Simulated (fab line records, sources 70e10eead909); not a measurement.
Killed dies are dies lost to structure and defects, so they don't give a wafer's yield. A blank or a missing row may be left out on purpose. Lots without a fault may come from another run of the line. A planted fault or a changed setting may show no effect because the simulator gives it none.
Which tool did it? | flow nand_harc | 14 lots, 42 wafers sampled, at 4 steps of a route of 1302

WHAT THE GAUGES READ, wafer by wafer
The record holds no reading of a measuring or inspecting step that can be judged against a usual standard deviation.

WHICH TOOL RAN EACH LOT (tool, then ch and the chambers of the sampled wafers, then the start)
lot  | NHARC_P_ZERO_WELL_DESCUM_39        | NHARC_P_STI_CMP_21            | NHARC_P_GATE_CVD_17                                                   | NHARC_P_GATE_STRIP_108
L938 | rie_diel-13 ch 0,2,3, day 2 00:19  | cmp-04 ch 0,2,3, day 3 19:40  | lpcvd_poly-01 ch 0, day 4 22:06                                       | rie_diel-03 ch 0,2,3, day 5 05:22
L939 | rie_diel-13 ch 0,2, day 2 10:17    | cmp-01 ch 2,3, day 3 19:40    | lpcvd_poly-01 ch 0, day 4 22:06                                       | rie_diel-07 ch 2,3, day 5 05:05
L940 | rie_diel-13 ch 0,2, day 2 20:23    | cmp-01 ch 0,2,3, day 4 11:13  | lpcvd_poly-04 ch 0, day 5 13:59                                       | rie_diel-03 ch 0,1, day 5 19:20
L941 | rie_diel-09 ch 0,2,3, day 3 06:17  | cmp-04 ch 0,1, day 4 23:27    | lpcvd_poly-03 ch 0, day 6 02:11                                       | rie_diel-03 ch 0,3, day 6 06:47
L942 | rie_diel-13 ch 1,2,3, day 3 16:35  | cmp-04 ch 0,1,3, day 5 03:46  | lpcvd_poly-03 ch 0, day 6 10:07                                       | rie_diel-07 ch 0,2,3, day 6 14:55
L943 | rie_diel-09 ch 2,3, day 4 02:11    | cmp-01 ch 0,1, day 5 16:02    | lpcvd_poly-03 ch 0, day 6 18:59                                       | rie_diel-03 ch 0,1, day 7 00:17
L944 | rie_diel-09 ch 0,2,3, day 4 12:35  | cmp-02 ch 0,3, day 6 01:27    | lpcvd_poly-04 ch 0, day 7 06:33                                       | rie_diel-03 ch 0,2,3, day 7 12:42
L945 | rie_diel-13 ch 0,2,3, day 4 22:23  | cmp-01 ch 0,1, day 6 15:32    | lpcvd_poly-01 ch 0, day 7 20:10                                       | rie_diel-07 ch 1,2,3, day 8 00:56
L946 | rie_diel-09 ch 0,3, day 5 08:33    | cmp-01 ch 0,1,3, day 7 06:31  | lpcvd_poly-01 ch 0, day 8 09:44                                       | rie_diel-05 ch 1,3, day 8 16:19
L949 | rie_diel-09 ch 1,2,3, day 6 14:07  | cmp-02 ch 0,1,2, day 8 10:55  | lpcvd_poly-04 ch 0, day 9 14:28                                       | rie_diel-07 ch 0,1,3, day 9 19:22
L950 | rie_diel-02 ch 0,1,2, day 7 00:27  | cmp-04 ch 0,1,2, day 8 10:58  | lpcvd_poly-04 ch 0, day 9 14:28                                       | rie_diel-03 ch 0,1,3, day 9 19:13
L954 | rie_diel-09 ch 1,2, day 8 16:10    | cmp-01 ch 1,2,3, day 10 05:34 | lpcvd_poly-04 ch 0, day 11 09:41 and lpcvd_poly-01 ch 0, day 11 12:43 | rie_diel-07 ch 0,2,3, day 11 19:30
L960 | rie_diel-13 ch 0,2, day 11 04:22   | cmp-04 ch 2,3, day 12 20:10   | lpcvd_poly-04 ch 0, day 14 01:23                                      | rie_diel-07 ch 1,3, day 14 09:32
L961 | rie_diel-02 ch 1,2,3, day 11 14:15 | cmp-01 ch 1,3, day 13 03:25   | lpcvd_poly-01 ch 0, day 14 06:06                                      | rie_diel-07 ch 1,2, day 14 10:52
- NHARC_P_ZERO_WELL_DESCUM_39: chemistry O2, time 3 s.
- NHARC_P_STI_CMP_21: polishes, t overpolish 20 s, target thk 380.67 nm.
- NHARC_P_GATE_CVD_17: deposits poly-Si, target thk 150 nm, time 900 s.
- NHARC_P_GATE_STRIP_108: strips in O2.

WHAT THE TOOLS THEMSELVES READ (means of the sampled wafers that have a number; where no wafer has one, the mark that the record gives instead)
NHARC_P_ZERO_WELL_DESCUM_39. Usual: chamber_pressure_mTorr 60.00 mTorr, standard deviation 0.055; drypump_motor_current_A 5.8 A, standard deviation 0.39; o2_flow_sccm 200.0 sccm, standard deviation 0.56; oes_product_au 1.003 a.u., standard deviation 0.0093; rf_vpp_V 57.9 V, standard deviation 0.98; showerhead_plenum_p_Torr 1.93 Torr, standard deviation 0.088; throttle_valve_pct 11.312 %, standard deviation 0.0087.
lot  | tool        | chamber_pressure_mTorr (mTorr) | drypump_motor_current_A (A) | o2_flow_sccm (sccm) | oes_product_au (a.u.) | rf_vpp_V (V) | showerhead_plenum_p_Torr (Torr) | throttle_valve_pct (%) | flag
L938 | rie_diel-13 | 59.93                          | 5.9                         | 199.9               | 1.001                 | 57.9         | 1.96                            | 11.319                 |
L939 | rie_diel-13 | 59.99                          | 5.9                         | 199.6               | 1.002                 | 58.4         | 1.97                            | 11.310                 |
L940 | rie_diel-13 | 60.04                          | 5.8                         | 200.5               | 0.992                 | 57.8         | 1.92                            | 11.316                 |
L941 | rie_diel-09 | 59.99                          | 5.8                         | 199.2               | 1.004                 | 57.6         | 1.89                            | 11.310                 |
L942 | rie_diel-13 | 60.04                          | 5.9                         | 199.8               | 1.002                 | 57.6         | 1.94                            | 11.314                 |
L943 | rie_diel-09 | 59.97                          | 5.9                         | 200.0               | 1.006                 | 57.5         | 1.98                            | 11.308                 |
L944 | rie_diel-09 | 60.04                          | 5.8                         | 199.8               | 0.989                 | 57.9         | 1.88                            | 11.309                 |
L945 | rie_diel-13 | 59.95                          | 5.8                         | 200.1               | 1.000                 | 57.6         | 1.95                            | 11.308                 |
L946 | rie_diel-09 | 59.98                          | 5.8                         | 199.8               | 0.993                 | 56.8         | 1.80                            | 11.312                 |
L949 | rie_diel-09 | 59.97                          | 5.6                         | 200.4               | 0.998                 | 57.3         | 1.95                            | 11.311                 |
L950 | rie_diel-02 | 60.03                          | 5.7                         | 199.6               | 1.011                 | 57.6         | 1.88                            | 11.309                 |
L954 | rie_diel-09 | 60.01                          | 5.8                         | 199.9               | 1.008                 | 58.3         | 1.98                            | 11.316                 |
L960 | rie_diel-13 | 60.02                          | 5.8                         | 199.8               | 1.008                 | 57.2         | 1.95                            | 11.316                 |
L961 | rie_diel-02 | 59.99                          | 5.5                         | 200.1               | 1.000                 | 57.3         | 1.91                            | 11.312                 |

NHARC_P_STI_CMP_21. Usual: motor_current_A 11.7 A, standard deviation 1.4; overpolish_run_s 19.999 s, standard deviation 0.0089.
lot  | tool   | motor_current_A (A) | overpolish_run_s (s) | flag
L938 | cmp-04 | 12.1                | 20.004               |
L939 | cmp-01 | 12.1                | 20.001               |
L940 | cmp-01 | 12.4                | 20.000               |
L941 | cmp-04 | 11.7                | 19.996               |
L942 | cmp-04 | 12.4                | 19.999               |
L943 | cmp-01 | 12.6                | 19.988               |
L944 | cmp-02 | 10.1                | 19.999               |
L945 | cmp-01 | 12.9                | 19.992               |
L946 | cmp-01 | 11.9                | 20.003               |
L949 | cmp-02 | 10.5                | 19.997               |
L950 | cmp-04 | 11.1                | 20.003               |
L954 | cmp-01 | 11.8                | 19.992               |
L960 | cmp-04 | 12.1                | 19.999               |
L961 | cmp-01 | 10.8                | 20.002               |

NHARC_P_GATE_CVD_17. Usual: zone_power_bottom_pct 12.9 %, standard deviation 0.77.
lot  | tool                        | zone_power_bottom_pct (%) | flag
L938 | lpcvd_poly-01               | 12.2                      |
L939 | lpcvd_poly-01               | 12.2                      |
L940 | lpcvd_poly-04               | 12.4                      |
L941 | lpcvd_poly-03               | 13.9                      |
L942 | lpcvd_poly-03               | 13.9                      |
L943 | lpcvd_poly-03               | 13.8                      |
L944 | lpcvd_poly-04               | 12.4                      |
L945 | lpcvd_poly-01               | 12.2                      |
L946 | lpcvd_poly-01               | 12.2                      |
L949 | lpcvd_poly-04               | 12.4                      |
L950 | lpcvd_poly-04               | 12.4                      |
L954 | lpcvd_poly-04/lpcvd_poly-01 | 12.3                      |
L960 | lpcvd_poly-04               | 12.4                      |
L961 | lpcvd_poly-01               | 12.2                      |

NHARC_P_GATE_STRIP_108. Usual: chamber_pressure_mTorr 60.00 mTorr, standard deviation 0.052; drypump_motor_current_A 5.8 A, standard deviation 0.5; o2_flow_sccm 500.0 sccm, standard deviation 1.5; oes_product_au 1.003 a.u., standard deviation 0.012; rf_vpp_V 57.8 V, standard deviation 0.94; showerhead_plenum_p_Torr 3.56 Torr, standard deviation 0.15; throttle_valve_pct 17.037 %, standard deviation 0.0092.
lot  | tool        | chamber_pressure_mTorr (mTorr) | drypump_motor_current_A (A) | o2_flow_sccm (sccm) | oes_product_au (a.u.) | rf_vpp_V (V) | showerhead_plenum_p_Torr (Torr) | throttle_valve_pct (%) | flag
L938 | rie_diel-03 | 59.94                          | 5.8                         | 499.2               | 1.010                 | 57.3         | 3.40                            | 17.036                 |
L939 | rie_diel-07 | 60.04                          | 5.7                         | 499.4               | 1.003                 | 57.7         | 3.68                            | 17.038                 |
L940 | rie_diel-03 | 60.03                          | 5.0                         | 498.9               | 1.001                 | 57.2         | 3.39                            | 17.043                 |
L941 | rie_diel-03 | 59.96                          | 6.1                         | 501.3               | 1.003                 | 57.7         | 3.46                            | 17.039                 |
L942 | rie_diel-07 | 60.02                          | 5.6                         | 499.8               | 0.996                 | 57.7         | 3.69                            | 17.045                 |
L943 | rie_diel-03 | 59.97                          | 5.1                         | 500.1               | 0.998                 | 58.1         | 3.39                            | 17.042                 |
L944 | rie_diel-03 | 59.94                          | 5.8                         | 499.3               | 1.003                 | 57.1         | 3.40                            | 17.035                 |
L945 | rie_diel-07 | 60.02                          | 5.8                         | 499.2               | 1.007                 | 58.3         | 3.71                            | 17.033                 |
L946 | rie_diel-05 | 60.02                          | 6.2                         | 500.2               | 1.005                 | 57.1         | 3.47                            | 17.040                 |
L949 | rie_diel-07 | 60.00                          | 5.7                         | 500.5               | 1.000                 | 58.2         | 3.72                            | 17.039                 |
L950 | rie_diel-03 | 60.00                          | 5.6                         | 498.3               | 1.015                 | 58.3         | 3.42                            | 17.036                 |
L954 | rie_diel-07 | 60.01                          | 5.6                         | 499.9               | 1.006                 | 58.2         | 3.69                            | 17.033                 |
L960 | rie_diel-07 | 60.06                          | 5.9                         | 498.8               | 1.009                 | 57.9         | 3.73                            | 17.043                 |
L961 | rie_diel-07 | 59.99                          | 6.0                         | 500.5               | 0.999                 | 58.4         | 3.65                            | 17.040                 |

THE ANSWER, worked out from the rows above alone
Rule: a lot is off if the mean of its wafers that have a number lies more than 3 standard deviations from the usual mean. A lot without any number at a reading at which 4 lots or more have one is off too. The other lots that the step has rows for count as sound. The gauges are gone through in route order, then the tools' own readings, and for those a lot's mean is taken as printed above. The first step at which some lot is off is used, and at that step the reading that is off furthest; a lot without a number counts as furthest.
No lot is off at any reading shown: from this, nothing can be told.

WHAT THE SIMULATOR HAD PUT IN
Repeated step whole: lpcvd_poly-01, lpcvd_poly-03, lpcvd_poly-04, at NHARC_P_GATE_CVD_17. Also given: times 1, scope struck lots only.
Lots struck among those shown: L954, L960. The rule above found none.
